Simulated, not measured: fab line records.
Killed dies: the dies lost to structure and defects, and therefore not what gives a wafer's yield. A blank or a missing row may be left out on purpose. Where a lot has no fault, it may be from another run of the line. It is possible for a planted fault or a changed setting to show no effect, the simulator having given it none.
Struck lot and sound lot, side by side | flow n5_finfet | 36 steps out of a route of 1938
Sound: these wafers, L194.2, L194.3, L194.6. Wafers L197.1, L197.5, L197.6 were the ones struck. Last of all comes the cause.
At each step with rows: each side's tool, then ch and its chambers, then its first start. Under that, the readings that differ: sound wafers | struck wafers | difference of the means | sigmas: that difference in standard deviations of wafers without a fault.
alike: words and numbers the same on both sides, and readings whose means are apart by under 2 such deviations; not compared: readings that were withheld, readings missing a value for some wafer, numbers with overlapping values and no deviation given by the record, and bounds like >300 which may hide the same value.
Wherever a step has rows on one side only, a row that says differs or no value, or a row with sigmas, the two part there. Numbers that don't overlap but have no deviation are shown without sigmas and don't part them. Lack of a reading on every wafer of one side parts them only where that side has two or more wafers.

first, 9 steps without rows for these wafers: N5_BEOL_M9_ILD_DEP_00 (deposits SiCOH lowk from DEMS/porogen, target thk 308.51 nm, time 58 s); N5_BEOL_M9_CURE_71 (cures SiCOH lowk, time 240 s); N5_BEOL_M9_PECVD_70 (deposits SiO2 from TEOS/O2, target thk 20 nm, time 22.7 s); N5_BEOL_M9_HM_DEP_02 (deposits TiN, target thk 20 nm); N5_BEOL_M9_COAT_59 (time 60 s, resist thk 100 nm); N5_BEOL_M9_COAT_60 (time 60 s, resist thk 30 nm); N5_BEOL_M9_COAT_05 (resist thk 90 nm); N5_BEOL_M9_EBR_07; N5_BEOL_M9_SOFTBAKE_06 (time 60 s).
N5_BEOL_M9_EXPOSE_08: exposes mask M9.
  sound on arfi_scanner-01 ch 0, day 11 01:52; struck on arfi_scanner-03 ch 0, day 11 20:43
  reading              | sound             | struck            | difference | sigmas
  exposure_dose_mJ_cm2 | 53.72 53.71 53.74 | 59.58 59.67 59.65 | +5.91      | +99 or more
  alike: mask
then, 2 steps without rows for these wafers: N5_BEOL_M9_PEB_09 (peb time 60 s); N5_BEOL_M9_DEVELOP_10 (develop time 30 s).
N5_BEOL_M9_CD_MEAS_11 targets a cd of 64.1 nm.
  sound on cd_sem-01 ch 0, day 11 01:59; struck on cd_sem-02 ch 0, day 11 20:50
  reading    | sound          | struck         | difference | sigmas
  cd_nm (nm) | 65.0 65.1 64.5 | 70.1 69.6 69.4 | +4.8       | +7
then, 7 steps without rows for these wafers: N5_BEOL_M9_DESCUM_16 (chemistry O2, time 7.9 s); N5_BEOL_M9_ETCH_61 (etches SiARC in CF4, target depth 39 nm, time 65 s); N5_BEOL_M9_ETCH_62 (etches SOC in N2/H2, target depth 110 nm, overetch 22 nm, time 165 s); N5_BEOL_M9_STRIP_68 (strips in N2/H2); N5_BEOL_M9_STRIP_67 (strips in CF4); N5_BEOL_M9_HM_OPEN_17 (chemistry Cl2/BCl3, target TiN, target depth 20 nm, overetch 6 nm); N5_BEOL_M9_STRIP_19 (strips in O2).
N5_BEOL_M9_CD_MEAS_18: pitch 140 nm, target cd 70 nm.
  struck on cd_sem-02, day 11 21:23; sound on cd_sem-02, day 11 02:32
  reading    | sound          | struck         | difference | sigmas
  cd_nm (nm) | 70.5 70.6 70.4 | 75.4 75.9 75.8 | +5.2       | +7
then, 13 steps without rows for these wafers: N5_BEOL_M9_COAT_63 (time 60 s, resist thk 60 nm); N5_BEOL_M9_COAT_64 (time 60 s, resist thk 12 nm); N5_BEOL_M9_COAT_75 (time 60 s, resist thk 5 nm); N5_BEOL_M9_COAT_22 (resist thk 30 nm); N5_BEOL_M9_EBR_24; N5_BEOL_M9_SOFTBAKE_23 (time 60 s); N5_BEOL_M9_EXPOSE_25 (exposes mask V8); N5_BEOL_M9_PEB_26 (peb time 60 s); N5_BEOL_M9_DEVELOP_27 (develop time 30 s); N5_BEOL_M9_DESCUM_33 (chemistry O2, time 7 s); N5_BEOL_M9_ETCH_76 (etches underlayer in N2/H2, target depth 6.5 nm, time 5.2 s); N5_BEOL_M9_ETCH_65 (etches SiARC in CF4, target depth 15.6 nm, time 26 s); N5_BEOL_M9_ETCH_66 (etches SOC in N2/H2, target depth 80 nm, overetch 16 nm, time 120 s).
N5_BEOL_M15_RC_MEAS_101:
  sound on prober-01 ch 0, day 12 22:36; struck on prober-01 ch 0, day 13 20:23
  alike: COMB_M10, COMB_M11, COMB_M12, COMB_M13, COMB_M14, COMB_M15, COMB_M5, COMB_M6, COMB_M7, COMB_M8, COMB_M9, SERP_M10, SERP_M11, SERP_M12, SERP_M13, SERP_M14, SERP_M14_max_site, SERP_M5, SERP_M6, SERP_M6_max_site, SERP_M7, SERP_M8, SERP_M9, SERP_M9_max_site
N5_PASSIVATION_PROBE_49:
  the record has rows for the struck wafers here (prober-01, day 14 10:01) and none for the sound ones

## WHERE THEY PART
Earliest at N5_BEOL_M9_EXPOSE_08; latest, in this record, at N5_PASSIVATION_PROBE_49.

WHY: what the simulator had put in
Drift in process parameters on arfi_scanner-03 at N5_BEOL_M9_EXPOSE_08, starting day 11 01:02. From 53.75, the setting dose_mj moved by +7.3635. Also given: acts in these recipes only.
